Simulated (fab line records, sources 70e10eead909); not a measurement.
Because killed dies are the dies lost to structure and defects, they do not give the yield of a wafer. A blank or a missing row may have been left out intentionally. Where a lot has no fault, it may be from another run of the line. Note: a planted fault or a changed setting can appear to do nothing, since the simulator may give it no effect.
Matching of chambers | flow nandHarc | NHARC_P_ZERO_WELL_ETCH_65 on rieDiel-07: 4 sister chambers
The step etches the open film in N2/H2, target depth 80 nm, overetch 24 nm, time 87.88 s. 20 wafers are shown with their chamber, then 10 later ones without.

WAFERS WITH THEIR CHAMBER
wafer  | chamber | drypumpMotorCurrentA (A) | showerheadPlenumPTorr (Torr) | rfVppV (V)
L074.1 | 3       | 6.2                      | 2.10                         | 431.5
L074.4 | 2       | 5.9                      | 1.95                         | 428.1
L074.6 | 0       | 5.8                      | 1.97                         | 428.2
L076.1 | 2       | 5.9                      | 1.95                         | 427.9
L076.2 | 3       | 6.2                      | 2.10                         | 431.3
L076.5 | 1       | 5.8                      | 2.09                         | 431.5
L077.4 | 1       | 5.8                      | 2.08                         | 431.5
L077.5 | 0       | 5.8                      | 1.97                         | 429.3
L077.6 | 3       | 6.2                      | 2.10                         | 430.8
L081.2 | 3       | 6.2                      | 2.10                         | 433.5
L081.5 | 3       | 6.2                      | 2.09                         | 432.3
L081.6 | 0       | 5.8                      | 1.97                         | 428.0
L085.1 | 3       | 6.3                      | 2.09                         | 431.3
L085.3 | 1       | 5.8                      | 2.08                         | 431.9
L085.4 | 2       | 5.9                      | 1.94                         | 428.2
L089.2 | 3       | 6.2                      | 2.09                         | 430.1
L089.4 | 2       | 5.9                      | 1.94                         | 426.0
L089.6 | 2       | 5.9                      | 1.94                         | 427.9
L092.1 | 3       | 6.2                      | 2.08                         | 432.9
L092.3 | 0       | 5.8                      | 1.95                         | 428.3

SIGNATURES (averages over the wafers above)
reading               | chamber 0 | chamber 1 | chamber 2 | chamber 3 | scatter within a chamber
drypumpMotorCurrentA  | 5.800     | 5.800     | 5.900     | 6.213     | 0.0234
showerheadPlenumPTorr | 1.9650    | 2.0833    | 1.9440    | 2.0938    | 0.00739
rfVppV                | 428.450   | 431.633   | 427.620   | 431.712   | 0.909
Rule: for a wafer and a chamber, the distance is found by dividing, reading by reading, the gap between the wafer's reading and the chamber's mean by the reading's scatter, squaring, summing and taking the root. The wafer belongs to the nearest chamber; if the next one is less than 2 further off, it can't be placed. How the scatter is found: for the shown wafers, subtract from each reading the mean of its chamber, square and add these, divide the total by (wafers less chambers), then take the root.

WAFERS MISSING THEIR CHAMBER
wafer  | drypumpMotorCurrentA (A) | showerheadPlenumPTorr (Torr) | rfVppV (V)
L092.4 | 5.8                      | 2.07                         | 431.6
L093.1 | 6.2                      | 2.08                         | 431.7
L093.2 | 5.9                      | 1.93                         | 428.0
L093.4 | 5.9                      | 2.07                         | 431.2
L095.3 | 5.8                      | 2.06                         | 430.2
L095.4 | 5.9                      | 1.93                         | 427.1
L095.6 | 6.2                      | 2.08                         | 432.1
L096.1 | 5.8                      | 2.06                         | 430.3
L096.2 | 5.9                      | 1.93                         | 428.2
L096.6 | 5.8                      | 1.95                         | 427.3

WHICH CHAMBER EACH WENT THROUGH
wafer  | from the rows above     | in truth
L092.4 | 1                       | 1
L093.1 | 3                       | 3
L093.2 | 2                       | 2
L093.4 | 1                       | 1
L095.3 | 1                       | 1
L095.4 | 2                       | 2
L095.6 | 3                       | 3
L096.1 | 1                       | 1
L096.2 | 2                       | 2
L096.6 | can't be placed: 0 or 2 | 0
Correctly placed: 9 of 10. Not placeable from these rows: 1 (in 1, the candidates include the true chamber). 0 placed wrongly.
